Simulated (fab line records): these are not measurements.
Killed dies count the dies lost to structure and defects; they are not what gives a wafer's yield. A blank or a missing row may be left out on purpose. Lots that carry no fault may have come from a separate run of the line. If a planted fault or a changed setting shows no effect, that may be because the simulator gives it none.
fab line records	flow n5_finfet
record lots=7	wafers=21
route steps=1938 shown ZERO_LAYER@9 FIN_CUT@155 DUMMY_GATE@221 SD_EPI_N@278 SD_ACTIVATION@330 HKMG_FIN@433 GATE_CUT@469
start_h: hours from the record's opening day to when the first of the lot's shown wafers began	wait_h: hours since the lot's step before	" as in the row above	L1.1+2: a single row standing in for several wafers	- either no value or no given start	* or withheld: withheld	< > ~ a bound
route shown NAME@n: NAME is a module with steps in the file, n the number in the route of the first one	usual: the fault-free wafers' mean and standard deviation	same: alike in all rows	chamber/n: place in a boat	sites: readings site by site	_std_site: their standard deviation	_edge_site: mean of outer sites minus mean of inner sites	radius_mm: for every site, how far away it sits from the centre of the wafer	mask NAME#n: copy n	behind: the most recent tool/chamber to have shaped the wafer	hold: the reason the lot was held/the length of the hold in hours/how it ended	device: the n, p or np transistor that did not switch	end of line: the tests these same wafers got at the end of their route	for a step that has no rows: nothing shown but its recipe	killed: dies lost to structure and defects at the first sort, not the wafer's yield	map: dies across one wafer; x = killed, . = not, _ = none there
set.NAME: the run value of the setting; set.NAME@STEP: its run value at that earlier step	model.NAME: the simulator's own value behind a step, which no gauge read
lots with deliberately changed settings; one table per step, one row per wafer
## steps
# step N5_ZERO_LAYER_EXPOSE_08
# recipe mask_id=ZERO	na=0.55	source_shape=conventional	sigma_outer=0.8	polarization=unpolarized	defocus_nm=0	target_cd_nm=2000	dose_mj=16.2
lot.wafer	tool	chamber	start_h	wait_h	mask	set.dose_mj
L080.1+2	krf_scanner-01	0	48.62	-	ZERO#0	16.2
L080.3	"	0	"	"	ZERO#0	15.03
L082.2+3+6	krf_scanner-02	0	60.60	-	ZERO#0	16.2
L085.4+5+6	krf_scanner-02	0	78.61	-	ZERO#0	16.2
L088.1	krf_scanner-01	0	96.46	-	ZERO#0	15.16
L088.5+6	"	0	"	"	ZERO#0	16.2
L094.1+2+5	krf_scanner-02	0	132.61	-	ZERO#0	16.2
L096.3	krf_scanner-02	0	144.48	-	ZERO#0	16.2
L096.4+5	"	0	"	"	ZERO#0	16.64
L097.3	krf_scanner-02	0	150.48	-	ZERO#0	16.2
L097.4+6	"	0	"	"	ZERO#0	15.77
# step N5_ZERO_LAYER_DEVELOP_10
# recipe develop_time_s=60	rinse_liquid=diw	dry=air_spin	dev_temp_c=21
lot.wafer	tool	chamber	start_h	wait_h	set.develop_time_s
L080.1	litho_track-03	0	-	-	55.43
L080.2+3	"	0	"	"	60
L082.2+3+6	litho_track-01	0	-	-	60
L085.4+6	litho_track-01	0	-	-	60
L085.5	"	0	"	"	52.89
L088.1+6	litho_track-05	0	-	-	60
L088.5	"	0	"	"	54.95
L094.1	litho_track-01	0	-	-	60
L094.2+5	"	0	"	"	49.01
L096.3	litho_track-05	0	-	-	65.17
L096.4+5	"	0	"	"	60
L097.3+4	litho_track-05	0	-	-	60
L097.6	"	0	"	"	53.23
# step N5_ZERO_LAYER_HARDBAKE_23
# recipe temp_c=130	time_s=120
# step N5_ZERO_LAYER_CD_MEAS_11
# recipe target_cd_nm=2000	landing_energy_ev=500	detector=se_inlens
# usual cd_nm=2000.8/2.3
lot.wafer	tool	chamber	start_h	wait_h	set.dose_mj@ZERO_LAYER_EXPOSE_08	cd_nm
L080.1	cd_sem-02	0	48.79	-	16.2	1998.3
L080.2	"	0	"	"	16.2	2001.8
L080.3	"	0	"	"	15.03	1988.3
L082.2	cd_sem-02	0	60.77	-	16.2	2000.3
L082.3	"	0	"	"	16.2	1998.7
L082.6	"	0	"	"	16.2	1999.9
L085.4	cd_sem-01	0	78.77	-	16.2	2003.4
L085.5	"	0	"	"	16.2	1997.2
L085.6	"	0	"	"	16.2	2000.6
L088.1	cd_sem-01	0	96.64	-	15.16	1985.6
L088.5	"	0	"	"	16.2	2001.5
L088.6	"	0	"	"	16.2	2006.2
L094.1	cd_sem-01	0	132.78	-	16.2	1998.9
L094.2	"	0	"	"	16.2	1996.1
L094.5	"	0	"	"	16.2	1995.3
L096.3	cd_sem-03	0	144.64	-	16.2	2000.8
L096.4	"	0	"	"	16.64	2005.8
L096.5	"	0	"	"	16.64	2004.1
L097.3	cd_sem-03	0	150.64	-	16.2	2001.4
L097.4	"	0	"	"	15.77	1998.4
L097.6	"	0	"	"	15.77	1994.3
# step N5_ZERO_LAYER_DESCUM_16
# recipe chemistry=O2	time_s=7.9	source_power_w=50	bias_power_w=20	pressure_mtorr=20	rf_frequency_hz=2.712e+07	temp_c=40	o2_flow_sccm=225
lot.wafer	tool	chamber	start_h	wait_h	set.dose_mj@ZERO_LAYER_EXPOSE_08	model.ZERO_LAYER.cd_nm
L080.1	rie_diel-06	2	49.14	0.3	16.2	1998
L080.2	"	0	"	"	16.2	2002
L080.3	"	1	"	"	15.03	1988
L082.2+6	rie_diel-02	3,2	60.81	0.0	16.2	2000
L082.3	"	1	"	"	16.2	1999
L085.4	rie_diel-03	2	78.80	0.0	16.2	2003
L085.5	"	3	"	"	16.2	1997
L085.6	"	0	"	"	16.2	2001
L088.1	rie_diel-02	1	96.91	0.3	15.16	1985
L088.5	"	3	"	"	16.2	2002
L088.6	"	0	"	"	16.2	2006
L094.1	rie_diel-06	3	132.82	0.0	16.2	1999
L094.2+5	"	0	"	"	16.2	1996
L096.3	rie_diel-02	3	144.87	0.2	16.2	2001
L096.4	"	1	"	"	16.64	-
L096.5	"	0	"	"	16.64	2004
L097.3	rie_diel-03	0	150.68	0.0	16.2	2001
L097.4	"	3	"	"	15.77	1998
L097.6	"	1	"	"	15.77	1995
# step N5_FIN_CUT_COAT_19
# recipe resist=SiARC	temp_c=220	time_s=60	spin_rpm=1500	resist_thk_nm=20
lot.wafer	tool	chamber	start_h	wait_h	set.spin_rpm	model.SiARC_of_FIN_CUT_COAT_19.thk_nm
L080.1	litho_track-03	0	-	-	1618	19.4
L080.2	"	0	"	"	1618	19.2
L080.3	"	0	"	"	1500	20
L082.2+3+6	litho_track-02	0	-	-	1500	20
L085.4+6	litho_track-02	0	-	-	1667	19
L085.5	"	0	"	"	1500	20
L088.1+5+6	litho_track-02	0	-	-	1500	20
L094.1+5	litho_track-02	0	-	-	1500	20
L094.2	"	0	"	"	1568	19.6
L096.3	litho_track-04	0	-	-	1500	20
L096.4+5	"	0	"	"	1339	21.2
L097.3	litho_track-03	0	-	-	1452	20.2
L097.4	"	0	"	"	1500	20
L097.6	"	0	"	"	1452	20.4
# step N5_FIN_CUT_COAT_29
# recipe resist=underlayer	temp_c=205	time_s=60	spin_rpm=1500	resist_thk_nm=10
# step N5_FIN_CUT_COAT_02
# recipe resist=CAR-EUV	spin_rpm=1500	resist_thk_nm=30
# step N5_FIN_CUT_DESCUM_13
# recipe chemistry=O2	time_s=7	source_power_w=50	bias_power_w=20	pressure_mtorr=20	rf_frequency_hz=2.712e+07	temp_c=40	resist=CAR-EUV	o2_flow_sccm=225
# step N5_FIN_CUT_ETCH_30
# recipe chemistry=N2/H2	target=underlayer	target_depth_a=130	mask_material=CAR-EUV	time_s=10.4	ion_energy_ev=200	pressure_mtorr=30	source_w=840	bias_w=150	n2_flow_sccm=200	h2_flow_sccm=200	ends=cleared
# step N5_FIN_CUT_ETCH_20
# recipe chemistry=CF4	target=SiARC	target_depth_a=260	mask_material=CAR-EUV	time_s=43.3	ion_energy_ev=80	pressure_mtorr=40	source_w=545	bias_w=36	Ar_flow_sccm=100	cf4_flow_sccm=100	ends=cleared
lot.wafer	tool	chamber	start_h	wait_h	set.spin_rpm@FIN_CUT_COAT_19	model.etch.depth_nm
L080.1	rie_diel-02	2	62.33	0.0	1618	19.32
L080.2	"	1	"	"	1618	19.27
L080.3	"	3	"	"	1500	20
L082.2	rie_diel-06	0	74.86	0.0	1500	20.03
L082.3	"	1	"	"	1500	19.99
L082.6	"	0	"	"	1500	19.94
L085.4	rie_diel-06	1	96.43	0.0	1667	19.01
L085.5	"	1	"	"	1500	19.97
L085.6	"	0	"	"	1667	18.92
L088.1	rie_diel-03	1	110.93	0.0	1500	20.09
L088.5	"	1	"	"	1500	20.08
L088.6	"	2	"	"	1500	20.05
L094.1	rie_diel-03	3	147.67	0.0	1500	19.98
L094.2	"	0	"	"	1568	19.52
L094.5	"	1	"	"	1500	20.03
L096.3	rie_diel-06	2	159.17	0.0	1500	20
L096.4+5	"	1,2	"	"	1339	21.2
L097.3	rie_diel-02	2	164.94	0.0	1452	20.22
L097.4	"	1	"	"	1500	19.97
L097.6	"	0	"	"	1452	20.32
# step N5_DUMMY_GATE_PECVD_30
# recipe material=SiO2	target_thk_a=550	temp_c=400	precursor=TEOS/O2	pressure_torr=6.5	rf_w=withheld	teos_flow_sccm=withheld	gas=O2	flow_sccm=2650	time_s=10.8
lot.wafer	tool	chamber	start_h	wait_h	set.time_s	model.SiO2_of_DUMMY_GATE_PECVD_30.thk_nm
L080.1	pecvd-01	2	80.34	0.0	10.8	54.4
L080.2	"	0	"	"	11.6	58.6
L080.3	"	1	"	"	10.8	54.2
L082.2	pecvd-03	1	92.59	0.0	10.8	55
L082.3	"	2	"	"	10.8	55.2
L082.6	"	1	"	"	10.8	55.4
L085.4	pecvd-03	1	115.02	0.1	10.8	54.8
L085.5	"	0	"	"	10.8	55
L085.6	"	2	"	"	10.8	54.4
L088.1	pecvd-02	1	132.98	0.0	10.8	56
L088.5	"	1	"	"	10.1	53.2
L088.6	"	0	"	"	10.1	53
L094.1	pecvd-02	0	169.63	0.0	10.8	55.6
L094.2	"	1	"	"	11.99	60.2
L094.5	"	1	"	"	11.99	61.6
L096.3	pecvd-01	1	179.39	0.0	10.8	53.2
L096.4	"	0	"	"	10.8	54
L096.5	"	1	"	"	10.8	54.8
L097.3	pecvd-03	1	182.81	0.0	10.8	53.6
L097.4	"	2	"	"	10.8	55
L097.6	"	0	"	"	10.8	54.8
# step N5_DUMMY_GATE_EXPOSE_12
# recipe mask_id=GATE	na=0.33	source_shape=annular	sigma_inner=0.2	sigma_outer=0.6	polarization=unpolarized	target_cd_nm=25	dose_mj=34
lot.wafer	tool	chamber	start_h	wait_h	mask	set.dose_mj
L080.1+3	euv_scanner-01	0	80.66	-	GATE#0	34
L080.2	"	0	"	"	GATE#0	36.04
L082.2+3+6	euv_scanner-02	0	92.79	-	GATE#0	34
L085.4+6	euv_scanner-02	0	115.34	-	GATE#0	35.22
L085.5	"	0	"	"	GATE#0	34
L088.1+5	euv_scanner-01	0	133.20	-	GATE#0	34
L088.6	"	0	"	"	GATE#0	36.23
L094.1+2+5	euv_scanner-01	0	169.84	-	GATE#0	34
L096.3+4	euv_scanner-02	0	179.74	-	GATE#0	34
L096.5	"	0	"	"	GATE#0	31.8
L097.3	euv_scanner-01	0	183.14	-	GATE#0	34
L097.4+6	"	0	"	"	GATE#0	31.8
# step N5_DUMMY_GATE_PEB_13
# recipe peb_temp_c=100	peb_time_s=60	resist=CAR-EUV
# step N5_DUMMY_GATE_DEVELOP_14
# recipe develop_time_s=30	developer=TMAH	resist=CAR-EUV	rinse_liquid=surfactant_rinse	dry=air_spin	dev_temp_c=23
# step N5_DUMMY_GATE_CD_MEAS_15
# recipe target_cd_nm=25.8	landing_energy_ev=500	detector=se_inlens
# usual cd_nm=25.05/0.24
lot.wafer	tool	chamber	start_h	wait_h	set.dose_mj@DUMMY_GATE_EXPOSE_12	cd_nm
L080.1	cd_sem-01	0	80.79	-	34	24.64
L080.2	"	0	"	"	36.04	23.97
L080.3	"	0	"	"	34	25.07
L082.2	cd_sem-02	0	92.92	-	34	24.71
L082.3	"	0	"	"	34	24.97
L082.6	"	0	"	"	34	24.95
L085.4	cd_sem-03	0	115.46	-	35.22	24.55
L085.5	"	0	"	"	34	24.98
L085.6	"	0	"	"	35.22	24.00
L088.1	cd_sem-02	0	133.32	-	34	24.68
L088.5	"	0	"	"	34	24.81
L088.6	"	0	"	"	36.23	24.02
L094.1	cd_sem-01	0	169.97	-	34	24.67
L094.2	"	0	"	"	34	24.61
L094.5	"	0	"	"	34	24.98
L096.3	cd_sem-02	0	179.86	-	34	25.22
L096.4	"	0	"	"	34	25.30
L096.5	"	0	"	"	31.8	26.50
L097.3	cd_sem-03	0	183.26	-	34	25.24
L097.4	"	0	"	"	31.8	26.24
L097.6	"	0	"	"	31.8	26.07
# step N5_DUMMY_GATE_STRIP_41
# recipe chemistry=O2	power_w=400	temp_c=40	pressure_mtorr=30	rf_frequency_hz=6e+07	bias_power_w=0	overash_fraction=0.3	o2_flow_sccm=225
# step N5_DUMMY_GATE_HM_OPEN_21
# recipe chemistry=CH3F/O2	target=SiNx	target_depth_a=1200	Ar_flow_sccm=150	CH3F_flow_sccm=30	O2_flow_sccm=23	time_s=171.4	pressure_mtorr=30	source_w=395	bias_w=73	ion_energy_ev=120.7
# step N5_DUMMY_GATE_ETCH_32
# recipe chemistry=CF4	target=SiO2	target_depth_a=35	time_s=3.9	ion_energy_ev=350	pressure_mtorr=10	icp_w=800	bias_w=400	cf4_flow_sccm=80
lot.wafer	tool	chamber	start_h	wait_h	set.time_s@DUMMY_GATE_PECVD_30	model.SiO2_of_DUMMY_GATE_PECVD_30.thk_nm
L080.1+3	rie_si-05	3,1	81.74	0.1	10.8	41.2
L080.2	"	2	"	"	11.6	45
L082.2+3	rie_si-04	2,3	93.76	0.1	10.8	41.8
L082.6	"	2	"	"	10.8	42
L085.4	rie_si-04	0	116.51	0.1	10.8	41.6
L085.5	"	0	"	"	10.8	42
L085.6	"	3	"	"	10.8	41
L088.1	rie_si-02	3	134.12	0.1	10.8	42.8
L088.5	"	1	"	"	10.1	39.6
L088.6	"	2	"	"	10.1	39.4
L094.1	rie_si-04	2	171.15	0.1	10.8	42
L094.2	"	1	"	"	11.99	47.2
L094.5	"	2	"	"	11.99	47.8
L096.3	rie_si-04	3	180.90	0.1	10.8	40.2
L096.4	"	1	"	"	10.8	40.8
L096.5	"	3	"	"	10.8	42
L097.3	rie_si-04	3	184.05	0.1	10.8	40.2
L097.4	"	1	"	"	10.8	42.2
L097.6	"	3	"	"	10.8	41.6
# step N5_SD_EPI_N_ETCH_45
# recipe chemistry=CH3F/O2	target=SiOCN	target_depth_a=60	mask_material=SOC	ion_energy_ev=60	bias_w=29	pressure_mtorr=15	source_w=410	Ar_flow_sccm=150	CH3F_flow_sccm=30	O2_flow_sccm=20
lot.wafer	tool	chamber	start_h	wait_h	set.target_depth_a	model.etch.depth_nm
L080.1	rie_diel-01	3	84.09	0.1	56.66	5.683
L080.2	"	0	"	"	56.66	5.745
L080.3	"	2	"	"	60	6.233
L082.2	rie_diel-04	0	95.90	0.1	60	5.772
L082.3	"	1	"	"	60	5.805
L082.6	"	0	"	"	60	5.77
L085.4	rie_diel-05	1	118.66	0.1	60	5.835
L085.5	"	3	"	"	60	6.181
L085.6	"	2	"	"	64.22	6.544
L088.1	rie_diel-04	2	136.09	0.1	60	5.885
L088.5	"	1	"	"	57.28	5.702
L088.6	"	0	"	"	60	5.786
L094.1	rie_diel-01	3	173.24	0.1	56.98	5.667
L094.2	"	2	"	"	60	6.222
L094.5	"	3	"	"	60	5.958
L096.3+5	rie_diel-04	2	184.25	0.1	60	5.809
L096.4	"	1	"	"	60	5.883
L097.3	rie_diel-04	0	187.42	0.1	60	6.051
L097.4	"	2	"	"	60	5.86
L097.6	"	1	"	"	53.95	5.234
# step N5_SD_EPI_N_EPI_21
# recipe material=Si:P	dopant=P	temp_c=680	pressure_torr=255	time_s=690
lot.wafer	tool	chamber	start_h	wait_h	set.time_s	model.Si-P_of_SD_EPI_N_EPI_21.thk_nm
L080.1	epi_rpcvd-02	0	85.25	0.1	690	60.2
L080.2	"	0	"	"	690	60
L080.3	"	0	"	"	690	60.6
L082.2+6	epi_rpcvd-01	0	97.34	0.4	690	59.6
L082.3	"	0	"	"	690	59
L085.4	epi_rpcvd-02	0	120.66	0.9	690	60
L085.5	"	0	"	"	559.7	52.4
L085.6	"	0	"	"	559.7	51.8
L088.1	epi_rpcvd-04	0	137.25	0.1	690	58.2
L088.5	"	0	138.37	1.1	591.5	53.8
L088.6	"	0	"	"	591.5	53.2
L094.1	epi_rpcvd-04	0	174.41	0.1	726.3	60
L094.2	"	0	"	"	726.3	60.2
L094.5	"	0	"	"	690	58
L096.3	epi_rpcvd-01	0	186.33	0.9	690	58.8
L096.4	"	0	"	"	741.4	61.4
L096.5	"	0	"	"	690	58.6
L097.3	epi_rpcvd-04	0	189.51	0.9	690	59
L097.4+6	"	0	"	"	690	58.8
# step N5_SD_EPI_N_EPI_MEAS_23
# recipe mode=xrd
# usual thk_nm=58.8/1.3
lot.wafer	tool	chamber	start_h	wait_h	set.time_s@SD_EPI_N_EPI_21	thk_nm
L080.1	film_metro-01	-	86.97	1.4	690	60.6
L080.2	"	-	"	"	690	59.7
L080.3	"	-	"	"	690	60.6
L082.2	film_metro-01	-	98.78	1.2	690	57.3
L082.3	"	-	"	"	690	59.8
L082.6	"	-	"	"	690	59.3
L085.4	film_metro-02	-	121.54	0.6	690	60.0
L085.5	"	-	"	"	559.7	53.7
L085.6	"	-	"	"	559.7	50.7
L088.1	film_metro-02	-	138.96	1.4	690	59.4
L088.5	"	-	"	"	591.5	54.8
L088.6	"	-	"	"	591.5	50.5
L094.1	film_metro-02	-	176.13	1.4	726.3	60.3
L094.2	"	-	"	"	726.3	59.2
L094.5	"	-	"	"	690	57.1
L096.3	film_metro-02	-	187.87	1.2	690	59.4
L096.4	"	-	"	"	741.4	60.6
L096.5	"	-	"	"	690	56.8
L097.3	film_metro-02	-	191.04	1.2	690	59.9
L097.4	"	-	"	"	690	60.6
L097.6	"	-	"	"	690	58.0
# step N5_SD_EPI_N_PRECLEAN_24
# recipe chemistry=O3/DIW	time_s=60	temp_c=22	o3_ppm=10
# step N5_SD_EPI_N_SRD_25
# recipe time_s=30	temp_c=23	rinse_liquid=diw	dry=ipa_marangoni
# step N5_SD_ACTIVATION_RTA_00
# recipe temp_c=975	time_s=0	ambient=N2	idle_temp_c=600	ramp_up_c_per_s=150	ramp_down_c_per_s=60	cool_to_c=600
# step N5_SD_ACTIVATION_LSA_01
# recipe temp_c=1080	time_s=0.0008	ambient=N2
# step N5_SD_ACTIVATION_RS_MEAS_03
# recipe thk_meas_gauge=four-point-probe
# usual RS_SD_N=22.0/0.31	RS_SD_P=56.4/1
lot.wafer	tool	chamber	start_h	wait_h	set.time_s@SD_EPI_N_EPI_21	RS_SD_N[ohm/sq]	RS_SD_P[ohm/sq]
L080.1	film_metro-02	-	92.30	0.2	690	21.4	56.9
L080.2	"	-	"	"	690	21.7	57.9
L080.3	"	-	"	"	690	21.4	57.0
L082.2	film_metro-02	-	104.71	0.2	690	21.8	55.7
L082.3	"	-	"	"	690	22.0	55.4
L082.6	"	-	"	"	690	21.6	55.6
L085.4	film_metro-01	-	127.80	0.1	690	21.7	57.3
L085.5	"	-	"	"	559.7	24.6	56.9
L085.6	"	-	"	"	559.7	25.1	57.1
L088.1	film_metro-01	-	144.24	0.2	690	22.2	54.8
L088.5	"	-	"	"	591.5	24.0	56.3
L088.6	"	-	"	"	591.5	24.3	56.0
L094.1	film_metro-01	-	181.47	0.2	726.3	21.6	56.1
L094.2	"	-	"	"	726.3	21.4	56.7
L094.5	"	-	"	"	690	22.2	56.5
L096.3	film_metro-02	-	194.78	0.2	690	22.2	56.8
L096.4	"	-	"	"	741.4	21.2	56.1
L096.5	"	-	"	"	690	22.1	55.8
L097.3	film_metro-01	-	197.57	0.2	690	21.9	56.7
L097.4	"	-	"	"	690	21.8	56.6
L097.6	"	-	"	"	690	21.9	56.4
# step N5_HKMG_FIN_DESCUM_17
# recipe chemistry=O2	time_s=7.9	source_power_w=50	bias_power_w=20	pressure_mtorr=20	rf_frequency_hz=2.712e+07	temp_c=40	resist=CAR-ArF	o2_flow_sccm=225
lot.wafer	tool	chamber	start_h	wait_h	set.time_s	model.CAR-ArF_of_HKMG_FIN_COAT_06.thk_nm
L080.1	rie_diel-01	2	114.03	0.0	7.9	83.4
L080.2	"	1	"	"	7.9	83.8
L080.3	"	3	"	"	8.776	83.4
L082.2	rie_diel-05	0	120.84	0.0	7.9	83.8
L082.3+6	"	2	"	"	7.9	83.6
L085.4+5	rie_diel-01	1,0	144.27	0.0	7.9	83.4
L085.6	"	1	"	"	6.337	84.6
L088.1	rie_diel-01	3	160.85	0.0	6.461	84.2
L088.5	"	1	"	"	7.9	83.4
L088.6	"	2	"	"	6.461	84.4
L094.1	rie_diel-04	2	199.83	0.0	6.218	84.6
L094.2	"	3	"	"	7.9	83.6
L094.5	"	2	"	"	7.9	83.4
L096.3	rie_diel-04	1	214.03	0.0	9.456	82.2
L096.4+5	"	0,1	"	"	7.9	83.4
L097.3	rie_diel-04	3	215.11	0.0	9.449	82.6
L097.4	"	3	"	"	7.9	83.4
L097.6	"	0	"	"	7.9	83.6
# step N5_HKMG_FIN_ETCH_31
# recipe chemistry=CF4	target=SiARC	target_depth_a=455	mask_material=CAR-ArF	time_s=75.8	ion_energy_ev=80	pressure_mtorr=40	source_w=545	bias_w=36	Ar_flow_sccm=100	cf4_flow_sccm=100	ends=cleared
lot.wafer	tool	chamber	start_h	wait_h	set.time_s@HKMG_FIN_DESCUM_17	model.CAR-ArF_of_HKMG_FIN_COAT_06.thk_nm
L080.1	rie_diel-01	2	114.06	0.0	7.9	50.8
L080.2	"	1	"	"	7.9	51
L080.3	"	3	"	"	8.776	50.8
L082.2+3+6	rie_diel-05	0,2,2	120.87	0.0	7.9	51
L085.4	rie_diel-01	1	144.30	0.0	7.9	50.8
L085.5	"	0	"	"	7.9	51
L085.6	"	1	"	"	6.337	52.2
L088.1+6	rie_diel-01	3,2	160.89	0.0	6.461	51.8
L088.5	"	1	"	"	7.9	50.8
L094.1	rie_diel-04	2	199.88	0.0	6.218	52
L094.2	"	3	"	"	7.9	51
L094.5	"	2	"	"	7.9	50.8
L096.3	rie_diel-04	1	214.07	0.0	9.456	49.4
L096.4+5	"	0,1	"	"	7.9	50.6
L097.3	rie_diel-04	3	215.14	0.0	9.449	49.8
L097.4	"	3	"	"	7.9	50.6
L097.6	"	0	"	"	7.9	51
# step N5_GATE_CUT_ETCH_58
# recipe chemistry=CH3F/O2	target=SiNx	target_depth_a=170	time_s=128.6	ion_energy_ev=50	pressure_mtorr=30	source_w=415	bias_w=21	Ar_flow_sccm=150	CH3F_flow_sccm=30	O2_flow_sccm=20
# usual rf_vpp_V=99.1/0.91
lot.wafer	tool	chamber	start_h	wait_h	set.source_w	rf_vpp_V
L080.1	rie_diel-03	3	118.74	0.0	415	100.6
L080.2	"	2	"	"	415	100.2
L080.3	"	0	"	"	415	97.9
L082.2	rie_diel-06	1	125.57	0.0	415	99.7
L082.3	"	2	"	"	415	99.4
L082.6	"	0	"	"	415	98.6
L085.4	rie_diel-02	1	148.98	0.0	415	99.1
L085.5	"	2	"	"	415	98.3
L085.6	"	3	"	"	415	98.6
L088.1	rie_diel-03	1	165.59	0.0	415	99.3
L088.5	"	3	"	"	480	94.5
L088.6	"	2	"	"	415	99.9
L094.1	rie_diel-02	3	204.97	0.0	415	98.8
L094.2	"	1	"	"	415	98.3
L094.5	"	2	"	"	415	100.1
L096.3	rie_diel-03	0	218.75	0.0	415	99.1
L096.4	"	2	"	"	467.6	93.6
L096.5	"	0	"	"	415	97.8
L097.3	rie_diel-02	2	219.83	0.0	415	99.6
L097.4	"	3	"	"	445.4	96.8
L097.6	"	0	"	"	415	101.1
## key
split step=N5_ZERO_LAYER_EXPOSE_08	setting=dose_mj	stated=16.2	by=wafer
response step=N5_ZERO_LAYER_CD_MEAS_11	reading=cd_nm	change=+2.09	per=1%	r=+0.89
response step=N5_ZERO_LAYER_DESCUM_16	reading=model.ZERO_LAYER.cd_nm	change=+2.13	per=1%	r=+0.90
split step=N5_ZERO_LAYER_DEVELOP_10	setting=develop_time_s	stated=60	by=wafer
response none clear
split step=N5_FIN_CUT_COAT_19	setting=spin_rpm	stated=1500	by=wafer
response step=N5_FIN_CUT_COAT_19	reading=model.SiARC_of_FIN_CUT_COAT_19.thk_nm	change=-0.0973	per=1%	r=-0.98
response step=N5_FIN_CUT_ETCH_20	reading=model.etch.depth_nm	change=-0.0988	per=1%	r=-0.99
split step=N5_DUMMY_GATE_PECVD_30	setting=time_s	stated=10.8	by=wafer
response step=N5_DUMMY_GATE_PECVD_30	reading=model.SiO2_of_DUMMY_GATE_PECVD_30.thk_nm	change=+0.5	per=1%	r=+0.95
response step=N5_DUMMY_GATE_ETCH_32	reading=model.SiO2_of_DUMMY_GATE_PECVD_30.thk_nm	change=+0.505	per=1%	r=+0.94
split step=N5_DUMMY_GATE_EXPOSE_12	setting=dose_mj	stated=34	by=wafer
response step=N5_DUMMY_GATE_CD_MEAS_15	reading=cd_nm	change=-0.152	per=1%	r=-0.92
split step=N5_SD_EPI_N_ETCH_45	setting=target_depth_a	stated=60	by=wafer
response step=N5_SD_EPI_N_ETCH_45	reading=model.etch.depth_nm	change=+0.0731	per=1%	r=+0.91
split step=N5_SD_EPI_N_EPI_21	setting=time_s	stated=690	by=wafer
response step=N5_SD_EPI_N_EPI_21	reading=model.Si-P_of_SD_EPI_N_EPI_21.thk_nm	change=+0.384	per=1%	r=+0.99
response step=N5_SD_EPI_N_EPI_MEAS_23	reading=thk_nm	change=*	per=1%	r=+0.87
response step=N5_SD_ACTIVATION_RS_MEAS_03	reading=RS_SD_N	change=-0.151	per=1%	r=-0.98
split step=N5_HKMG_FIN_DESCUM_17	setting=time_s	stated=7.9	by=wafer
response step=N5_HKMG_FIN_DESCUM_17	reading=model.CAR-ArF_of_HKMG_FIN_COAT_06.thk_nm	change=-0.0517	per=1%	r=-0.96
response step=N5_HKMG_FIN_ETCH_31	reading=model.CAR-ArF_of_HKMG_FIN_COAT_06.thk_nm	change=-0.0539	per=1%	r=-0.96
split step=N5_GATE_CUT_ETCH_58	setting=source_w	stated=415	by=wafer
response step=N5_GATE_CUT_ETCH_58	reading=rf_vpp_V	change=-0.363	per=1%	r=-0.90
